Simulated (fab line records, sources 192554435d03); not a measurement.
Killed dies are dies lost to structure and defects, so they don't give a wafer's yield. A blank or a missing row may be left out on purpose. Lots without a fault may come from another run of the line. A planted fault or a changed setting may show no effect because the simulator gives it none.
Which tool did it? | flow n5_finfet | 9 lots, 27 wafers sampled, at 5 steps of a route of 1938

WHAT THE GAUGES READ, wafer by wafer
N5_BEOL_M0_SAQP_CD_MEAS_29: target cd 14.4 nm. Usual: cd_nm 15.00 nm, standard deviation 0.24.
lot  | measured     | on        | cd_nm (nm)        | flag
L298 | day 5 18:13  | cd_sem-01 | 15.26 14.81 14.91 |
L301 | day 6 16:53  | cd_sem-03 | 14.88 15.25 15.11 |
L300 | day 6 17:51  | cd_sem-03 | 14.96 15.20 14.93 |
L302 | day 6 20:07  | cd_sem-01 | 14.90 14.82 15.14 |
L305 | day 7 08:18  | cd_sem-03 | 14.65 14.89 14.81 |
L304 | day 7 14:57  | cd_sem-02 | 15.34 15.03 14.99 |
L307 | day 8 01:54  | cd_sem-03 | 14.99 15.13 15.35 |
L316 | day 10 05:45 | cd_sem-02 | 14.95 15.09 14.72 |
L320 | day 11 06:59 | cd_sem-02 | 15.25 14.61 15.05 |

N5_BEOL_M0_SAQP_CD_MEAS_40: target cd 30 nm. Usual: cd_nm 30.07 nm, standard deviation 0.3.
lot  | measured     | on        | cd_nm (nm)        | flag
L298 | day 5 18:32  | cd_sem-03 | 29.92 29.97 30.15 |
L301 | day 6 17:19  | cd_sem-03 | 29.70 29.92 29.62 |
L300 | day 6 18:10  | cd_sem-03 | 29.92 29.88 29.35 |
L302 | day 6 20:25  | cd_sem-01 | 30.78 30.53 30.52 |
L305 | day 7 08:37  | cd_sem-03 | 29.79 29.93 29.90 |
L304 | day 7 15:23  | cd_sem-01 | 30.47 30.18 29.91 |
L307 | day 8 02:13  | cd_sem-02 | 30.10 29.95 29.66 |
L316 | day 10 06:03 | cd_sem-02 | 30.54 30.44 30.54 |
L320 | day 11 07:18 | cd_sem-02 | 29.59 30.22 29.72 |

N5_BEOL_M4_RC_MEAS_101. Usual: DIBL_N 37.3 mV/V, standard deviation 2.3; DIBL_P 37.4 mV/V, standard deviation 2.9; IOFF_N 0.18 nA/um, standard deviation 0.045; IOFF_P 0.25 nA/um, standard deviation 0.054; ION_N 679 uA/um, standard deviation 15; ION_P 468 uA/um, standard deviation 9.7; SS_N 71.8 mV/dec, standard deviation 0.62; SS_P 73.6 mV/dec, standard deviation 0.76; VT_N 248 mV, standard deviation 4.1; VT_P -248 mV, standard deviation 3.6.
lot  | measured     | on        | DIBL_N (mV/V)  | DIBL_P (mV/V)  | IOFF_N (nA/um) | IOFF_P (nA/um) | ION_N (uA/um) | ION_P (uA/um) | SS_N (mV/dec)  | SS_P (mV/dec)  | VT_N (mV)   | VT_P (mV)      | flag
L298 | day 7 19:43  | prober-02 | 40.0 36.8 42.1 | 39.1 35.1 40.9 | 0.22 0.16 0.27 | 0.33 0.23 0.35 | 686 680 691   | 470 469 472   | 71.7 71.4 72.3 | 73.7 73.0 74.2 | 242 249 243 | -242 -248 -241 |
L301 | day 8 21:13  | prober-01 | 37.0 32.8 34.7 | 38.6 32.4 35.2 | 0.17 0.09 0.12 | 0.24 0.14 0.18 | 697 651 666   | 480 450 459   | 71.6 71.4 71.6 | 72.8 71.4 72.1 | 247 259 253 | -249 -254 -249 |
L300 | day 8 21:56  | prober-02 | 33.6 32.9 37.0 | 32.9 33.4 36.0 | 0.12 0.12 0.18 | 0.20 0.20 0.24 | 655 667 675   | 456 469 464   | 71.0 70.7 71.3 | 73.3 72.9 73.5 | 252 255 247 | -247 -248 -249 |
L302 | day 8 22:00  | prober-01 | 36.8 38.7 37.2 | 36.0 38.6 37.3 | 0.17 0.21 0.18 | 0.23 0.28 0.26 | 683 687 692   | 464 473 480   | 71.3 72.1 71.9 | 73.0 74.0 74.4 | 251 247 248 | -249 -245 -245 |
L305 | day 9 07:28  | prober-01 | 35.1 37.2 37.0 | 35.3 38.0 37.3 | 0.15 0.19 0.19 | 0.22 0.27 0.26 | 687 687 687   | 473 472 470   | 71.1 72.2 71.5 | 73.1 73.1 73.8 | 246 245 245 | -248 -245 -247 |
L304 | day 9 22:19  | prober-02 | 34.8 36.0 33.0 | 33.3 36.1 31.3 | 0.13 0.16 0.11 | 0.20 0.25 0.18 | 670 673 672   | 466 460 465   | 70.5 71.8 70.0 | 74.2 74.5 73.2 | 250 247 253 | -251 -249 -251 |
L307 | day 10 02:01 | prober-02 | 39.1 38.3 41.6 | 39.9 37.7 44.0 | 0.21 0.19 0.27 | 0.28 0.24 0.34 | 685 680 706   | 467 461 480   | 71.8 71.5 73.0 | 74.1 72.9 75.6 | 245 248 244 | -247 -249 -245 |
L316 | day 12 10:14 | prober-01 | 38.1 39.1 36.4 | 38.7 39.5 35.6 | 0.18 0.20 0.16 | 0.23 0.24 0.19 | 679 674 685   | 459 458 465   | 72.0 71.9 71.9 | 73.5 73.8 73.0 | 246 246 249 | -250 -250 -252 |
L320 | day 13 12:40 | prober-01 | 38.2 38.9 34.8 | 37.6 41.0 34.9 | 0.17 0.22 0.12 | 0.22 0.31 0.19 | 663 688 654   | 455 470 460   | 72.4 72.6 71.5 | 73.6 74.6 73.9 | 254 244 257 | -252 -246 -251 |

WHICH TOOL RAN EACH LOT (tool, then ch and the chambers of the sampled wafers, then the start)
lot  | N5_BEOL_M0_SAQP_MANDREL2_REMOVE_110 | N5_BEOL_M0_SAQP_ETCH_49
L298 | rie_si-06 ch 0,2,3, day 5 18:07     | rie_diel-01 ch 0,1, day 5 19:40
L301 | rie_si-06 ch 0,3, day 6 16:46       | rie_diel-05 ch 1,3, day 6 18:16
L300 | rie_si-04 ch 0,1,3, day 6 17:44     | rie_diel-01 ch 2,3, day 6 19:17
L302 | rie_si-06 ch 0,1,2, day 6 20:00     | rie_diel-03 ch 0,1,2, day 6 21:36
L305 | rie_si-04 ch 0,1, day 7 08:11       | rie_diel-03 ch 0,2,3, day 7 09:50
L304 | rie_si-06 ch 0,2, day 7 14:50       | rie_diel-05 ch 0,2, day 7 17:01
L307 | rie_si-01 ch 1,2, day 8 01:47       | rie_diel-01 ch 0,3, day 8 03:10
L316 | rie_si-06 ch 0,1,2, day 10 05:38    | rie_diel-01 ch 1,2,3, day 10 07:00
L320 | rie_si-01 ch 0,2,3, day 11 06:53    | rie_diel-05 ch 0,2,3, day 11 08:17
- N5_BEOL_M0_SAQP_MANDREL2_REMOVE_110: chemistry HBr/Cl2/O2, target a-Si, stops on SiCN, bt time 10 s.
- N5_BEOL_M0_SAQP_ETCH_49: etches SiO2 in CF4/O2, target depth 37 nm.

WHAT THE TOOLS THEMSELVES READ (means of the sampled wafers that have a number; where no wafer has one, the mark that the record gives instead)
N5_BEOL_M0_SAQP_MANDREL2_REMOVE_110. Usual: drypump_motor_current_A 5.7 A, standard deviation 0.34; oes_o_777_au 1.00 a.u., standard deviation 0.08; oes_product_au 1.003 a.u., standard deviation 0.017; throttle_valve_pct 36.8 %, standard deviation 0.32.
lot  | tool      | drypump_motor_current_A (A) | oes_o_777_au (a.u.) | oes_product_au (a.u.) | throttle_valve_pct (%) | flag
L298 | rie_si-06 | 5.6                         | 1.02                | 0.985                 | 36.8                   |
L301 | rie_si-06 | 5.7                         | 1.07                | 0.981                 | 36.8                   |
L300 | rie_si-04 | 5.6                         | 0.93                | 1.010                 | 36.8                   |
L302 | rie_si-06 | 5.7                         | 0.99                | 0.992                 | 37.0                   |
L305 | rie_si-04 | 5.2                         | 0.97                | 1.022                 | 37.0                   |
L304 | rie_si-06 | 5.7                         | 1.00                | 1.008                 | 36.9                   |
L307 | rie_si-01 | 5.8                         | 1.09                | 1.025                 | 36.5                   |
L316 | rie_si-06 | 5.7                         | 1.00                | 1.004                 | 37.0                   |
L320 | rie_si-01 | 6.0                         | 1.02                | 1.012                 | 36.7                   |

N5_BEOL_M0_SAQP_ETCH_49. Usual: drypump_motor_current_A 5.8 A, standard deviation 0.47; mfc_ar_sccm 99.97 sccm, standard deviation 0.3; oes_o_777_au 0.80 a.u., standard deviation 0.082; oes_product_au 0.80 a.u., standard deviation 0.087; rf_vpp_V 238 V, standard deviation 7.5; showerhead_plenum_p_Torr 2.17 Torr, standard deviation 0.05; throttle_valve_pct 15.76 %, standard deviation 0.24.
lot  | tool        | drypump_motor_current_A (A) | mfc_ar_sccm (sccm) | oes_o_777_au (a.u.) | oes_product_au (a.u.) | rf_vpp_V (V) | showerhead_plenum_p_Torr (Torr) | throttle_valve_pct (%) | flag
L298 | rie_diel-01 | 5.9                         | 100.03             | 0.75                | 0.73                  | 245          | 2.17                            | 15.90                  |
L301 | rie_diel-05 | 5.5                         | 99.90              | 0.87                | 0.88                  | 241          | 2.25                            | 15.58                  |
L300 | rie_diel-01 | 5.8                         | 99.68              | 0.85                | 0.85                  | 233          | 2.15                            | 15.64                  |
L302 | rie_diel-03 | 5.5                         | 99.82              | 0.77                | 0.79                  | 241          | 2.20                            | 16.03                  |
L305 | rie_diel-03 | 6.0                         | 100.02             | 0.77                | 0.78                  | 241          | 2.19                            | 15.84                  |
L304 | rie_diel-05 | 6.2                         | 99.94              | 0.82                | 0.83                  | 234          | 2.17                            | 15.70                  |
L307 | rie_diel-01 | 6.1                         | 99.82              | 0.76                | 0.75                  | 241          | 2.18                            | 15.88                  |
L316 | rie_diel-01 | 5.9                         | 100.00             | 0.76                | 0.83                  | 233          | 2.12                            | 15.82                  |
L320 | rie_diel-05 | 5.9                         | 99.74              | 0.83                | 0.83                  | 237          | 2.20                            | 15.69                  |

THE ANSWER, worked out from the rows above alone
Rule: a lot is off if the mean of its wafers that have a number lies more than 3 standard deviations from the usual mean. A lot without any number at a reading at which 4 lots or more have one is off too. The other lots that the step has rows for count as sound. The gauges are gone through in route order, then the tools' own readings, and for those a lot's mean is taken as printed above. The first step at which some lot is off is used, and at that step the reading that is off furthest; a lot without a number counts as furthest.
No lot is off at any reading shown: from this, nothing can be told.

WHAT THE SIMULATOR HAD PUT IN
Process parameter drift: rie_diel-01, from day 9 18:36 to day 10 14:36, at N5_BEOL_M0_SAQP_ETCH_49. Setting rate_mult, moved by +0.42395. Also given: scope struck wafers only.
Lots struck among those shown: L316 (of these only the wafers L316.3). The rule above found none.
